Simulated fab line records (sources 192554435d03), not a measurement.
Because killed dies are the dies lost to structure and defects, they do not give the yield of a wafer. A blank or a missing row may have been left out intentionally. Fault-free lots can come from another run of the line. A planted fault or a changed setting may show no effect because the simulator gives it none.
Matching of chambers || flow n5-finfet || 4 sister chambers for N5_MOL_CONTACT_COAG_ETCH_90 on rie-diel-01
The step etches SiARC in CF4, target depth 13 nm, time 21.7 s. 22 wafers are shown with their chamber, then 11 later ones without.

== WAFERS WITH THEIR CHAMBER ==
{"wafer": "L074.1", "chamber": 0, "drypump-motor-current-A (A)": 6.5, "showerhead-plenum-p-Torr (Torr)": 2.10, "throttle-valve-pct (%)": 15.42}
{"wafer": "L074.3", "chamber": 3, "drypump-motor-current-A (A)": 5.2, "showerhead-plenum-p-Torr (Torr)": 2.15, "throttle-valve-pct (%)": 15.80}
{"wafer": "L074.5", "chamber": 3, "drypump-motor-current-A (A)": 5.2, "showerhead-plenum-p-Torr (Torr)": 2.15, "throttle-valve-pct (%)": 15.79}
{"wafer": "L075.2", "chamber": 1, "drypump-motor-current-A (A)": 5.6, "showerhead-plenum-p-Torr (Torr)": 2.15, "throttle-valve-pct (%)": 15.74}
{"wafer": "L075.3", "chamber": 0, "drypump-motor-current-A (A)": 6.5, "showerhead-plenum-p-Torr (Torr)": 2.10, "throttle-valve-pct (%)": 15.43}
{"wafer": "L075.6", "chamber": 0, "drypump-motor-current-A (A)": 6.5, "showerhead-plenum-p-Torr (Torr)": 2.10, "throttle-valve-pct (%)": 15.43}
{"wafer": "L079.1", "chamber": 0, "drypump-motor-current-A (A)": 6.5, "showerhead-plenum-p-Torr (Torr)": 2.10, "throttle-valve-pct (%)": 15.44}
{"wafer": "L079.3", "chamber": 3, "drypump-motor-current-A (A)": 5.2, "showerhead-plenum-p-Torr (Torr)": 2.15, "throttle-valve-pct (%)": 15.83}
{"wafer": "L079.5", "chamber": 0, "drypump-motor-current-A (A)": 6.5, "showerhead-plenum-p-Torr (Torr)": 2.10, "throttle-valve-pct (%)": 15.45}
{"wafer": "L081.2", "chamber": 0, "drypump-motor-current-A (A)": 6.5, "showerhead-plenum-p-Torr (Torr)": 2.10, "throttle-valve-pct (%)": 15.47}
{"wafer": "L081.5", "chamber": 0, "drypump-motor-current-A (A)": 6.5, "showerhead-plenum-p-Torr (Torr)": 2.10, "throttle-valve-pct (%)": 15.44}
{"wafer": "L081.6", "chamber": 3, "drypump-motor-current-A (A)": 5.2, "showerhead-plenum-p-Torr (Torr)": 2.15, "throttle-valve-pct (%)": 15.83}
{"wafer": "L082.2", "chamber": 1, "drypump-motor-current-A (A)": 5.6, "showerhead-plenum-p-Torr (Torr)": 2.14, "throttle-valve-pct (%)": 15.76}
{"wafer": "L082.3", "chamber": 3, "drypump-motor-current-A (A)": 5.2, "showerhead-plenum-p-Torr (Torr)": 2.15, "throttle-valve-pct (%)": 15.82}
{"wafer": "L082.5", "chamber": 0, "drypump-motor-current-A (A)": 6.5, "showerhead-plenum-p-Torr (Torr)": 2.10, "throttle-valve-pct (%)": 15.45}
{"wafer": "L084.2", "chamber": 3, "drypump-motor-current-A (A)": 5.2, "showerhead-plenum-p-Torr (Torr)": 2.15, "throttle-valve-pct (%)": 15.83}
{"wafer": "L084.4", "chamber": 0, "drypump-motor-current-A (A)": 6.5, "showerhead-plenum-p-Torr (Torr)": 2.10, "throttle-valve-pct (%)": 15.46}
{"wafer": "L084.5", "chamber": 2, "drypump-motor-current-A (A)": 5.0, "showerhead-plenum-p-Torr (Torr)": 2.20, "throttle-valve-pct (%)": 15.64}
{"wafer": "L086.2", "chamber": 2, "drypump-motor-current-A (A)": 5.0, "showerhead-plenum-p-Torr (Torr)": 2.20, "throttle-valve-pct (%)": 15.64}
{"wafer": "L086.3", "chamber": 1, "drypump-motor-current-A (A)": 5.7, "showerhead-plenum-p-Torr (Torr)": 2.14, "throttle-valve-pct (%)": 15.80}
{"wafer": "L086.4", "chamber": 3, "drypump-motor-current-A (A)": 5.2, "showerhead-plenum-p-Torr (Torr)": 2.15, "throttle-valve-pct (%)": 15.86}
{"wafer": "L090.2", "chamber": 1, "drypump-motor-current-A (A)": 5.7, "showerhead-plenum-p-Torr (Torr)": 2.14, "throttle-valve-pct (%)": 15.80}

SIGNATURES (averages over the wafers above)
{"reading": "drypump-motor-current-A", "chamber 0": 6.500, "chamber 1": 5.650, "chamber 2": 5.000, "chamber 3": 5.200, "scatter within a chamber": 0.0236}
{"reading": "showerhead-plenum-p-Torr", "chamber 0": 2.1000, "chamber 1": 2.1425, "chamber 2": 2.2000, "chamber 3": 2.1500, "scatter within a chamber": 0.00204}
{"reading": "throttle-valve-pct", "chamber 0": 15.4433, "chamber 1": 15.7750, "chamber 2": 15.6400, "chamber 3": 15.8229, "scatter within a chamber": 0.0209}
Rule: a wafer lies at a distance from a chamber equal to the root of the sum of squares, over the readings, of (its reading less the chamber's mean, divided by the reading's scatter). If the next closest chamber is less than 2 further off than the closest, the wafer can't be placed; otherwise it belongs to the closest. The scatter: take each reading less its chamber's mean, square it, sum over the shown wafers, divide by the number of wafers less the number of chambers, and take the root.

== WAFERS WITH NO CHAMBER GIVEN ==
{"wafer": "L090.3", "drypump-motor-current-A (A)": 5.2, "showerhead-plenum-p-Torr (Torr)": 2.14, "throttle-valve-pct (%)": 15.85}
{"wafer": "L090.6", "drypump-motor-current-A (A)": 5.2, "showerhead-plenum-p-Torr (Torr)": 2.14, "throttle-valve-pct (%)": 15.88}
{"wafer": "L091.1", "drypump-motor-current-A (A)": 5.2, "showerhead-plenum-p-Torr (Torr)": 2.14, "throttle-valve-pct (%)": 15.85}
{"wafer": "L091.3", "drypump-motor-current-A (A)": 6.5, "showerhead-plenum-p-Torr (Torr)": 2.09, "throttle-valve-pct (%)": 15.51}
{"wafer": "L091.6", "drypump-motor-current-A (A)": 5.2, "showerhead-plenum-p-Torr (Torr)": 2.14, "throttle-valve-pct (%)": 15.89}
{"wafer": "L093.3", "drypump-motor-current-A (A)": 5.2, "showerhead-plenum-p-Torr (Torr)": 2.14, "throttle-valve-pct (%)": 15.91}
{"wafer": "L093.4", "drypump-motor-current-A (A)": 5.6, "showerhead-plenum-p-Torr (Torr)": 2.13, "throttle-valve-pct (%)": 15.82}
{"wafer": "L093.5", "drypump-motor-current-A (A)": 6.5, "showerhead-plenum-p-Torr (Torr)": 2.09, "throttle-valve-pct (%)": 15.51}
{"wafer": "L096.2", "drypump-motor-current-A (A)": 5.0, "showerhead-plenum-p-Torr (Torr)": 2.19, "throttle-valve-pct (%)": 15.18}
{"wafer": "L096.3", "drypump-motor-current-A (A)": 6.5, "showerhead-plenum-p-Torr (Torr)": 2.09, "throttle-valve-pct (%)": 15.53}
{"wafer": "L096.6", "drypump-motor-current-A (A)": 5.2, "showerhead-plenum-p-Torr (Torr)": 2.14, "throttle-valve-pct (%)": 15.90}

== EACH ONE'S CHAMBER ==
{"wafer": "L090.3", "from the rows above": 3, "in truth": 3}
{"wafer": "L090.6", "from the rows above": 3, "in truth": 3}
{"wafer": "L091.1", "from the rows above": 3, "in truth": 3}
{"wafer": "L091.3", "from the rows above": 0, "in truth": 0}
{"wafer": "L091.6", "from the rows above": 3, "in truth": 3}
{"wafer": "L093.3", "from the rows above": 3, "in truth": 3}
{"wafer": "L093.4", "from the rows above": 1, "in truth": 1}
{"wafer": "L093.5", "from the rows above": 0, "in truth": 0}
{"wafer": "L096.2", "from the rows above": 2, "in truth": 2}
{"wafer": "L096.3", "from the rows above": 0, "in truth": 0}
{"wafer": "L096.6", "from the rows above": 3, "in truth": 3}
Correct placement for 11 of the 11. Left unplaced by these rows: 0. 0 placed wrongly.
